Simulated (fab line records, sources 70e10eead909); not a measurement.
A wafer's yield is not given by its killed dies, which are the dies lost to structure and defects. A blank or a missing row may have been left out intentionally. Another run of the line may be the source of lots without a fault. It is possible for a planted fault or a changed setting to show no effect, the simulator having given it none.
Matching of chambers :: flow nandHarc :: NHARC_A_M0_PRE_CLEAN_31 on pecvd-02: 3 sister chambers
The step time 12 s. 6 wafers are shown with their chamber, then 9 later ones without.

== WAFERS PAIRED WITH THEIR CHAMBERS ==
wafer: L629.1
chamber: 2
heaterPowerW (W): 632

wafer: L629.3
chamber: 0
heaterPowerW (W): 498

wafer: L629.6
chamber: 1
heaterPowerW (W): 635

wafer: L634.1
chamber: 0
heaterPowerW (W): 477

wafer: L634.3
chamber: 2
heaterPowerW (W): 614

wafer: L634.5
chamber: 1
heaterPowerW (W): 613

== WAFERS WITH NO CHAMBER GIVEN ==
wafer: L633.1
heaterPowerW (W): 462

wafer: L633.2
heaterPowerW (W): 660

wafer: L633.4
heaterPowerW (W): 659

wafer: L636.1
heaterPowerW (W): 506

wafer: L636.3
heaterPowerW (W): 641

wafer: L636.5
heaterPowerW (W): 482

wafer: L644.2
heaterPowerW (W): 685

wafer: L644.3
heaterPowerW (W): 686

wafer: L644.4
heaterPowerW (W): 499

== EACH ONE'S CHAMBER ==
wafer: L633.1
from the rows above: 0
in truth: 0

wafer: L633.2
from the rows above: can't be placed: 1 or 2
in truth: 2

wafer: L633.4
from the rows above: can't be placed: 1 or 2
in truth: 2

wafer: L636.1
from the rows above: 0
in truth: 0

wafer: L636.3
from the rows above: can't be placed: 1 or 2
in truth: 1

wafer: L636.5
from the rows above: 0
in truth: 0

wafer: L644.2
from the rows above: can't be placed: 1 or 2
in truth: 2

wafer: L644.3
from the rows above: can't be placed: 1 or 2
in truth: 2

wafer: L644.4
from the rows above: 0
in truth: 0
Correct placement for 4 of the 9. Can't be placed from these rows: 5 (the true chamber is among the candidates in 5). 0 placed wrongly.
How it was worked out, from the rows above alone: a wafer's distance from a chamber is the root of the sum, over the readings, of the square of ((its reading less the chamber's mean) divided by the reading's scatter). If the next closest chamber is less than 2 further off than the closest, the wafer can't be placed; otherwise it belongs to the closest. For every chamber, the mean is computed from those of its wafers that are shown. The scatter: take each reading less its chamber's mean, square it, sum over the shown wafers, divide by the number of wafers less the number of chambers, and take the root.
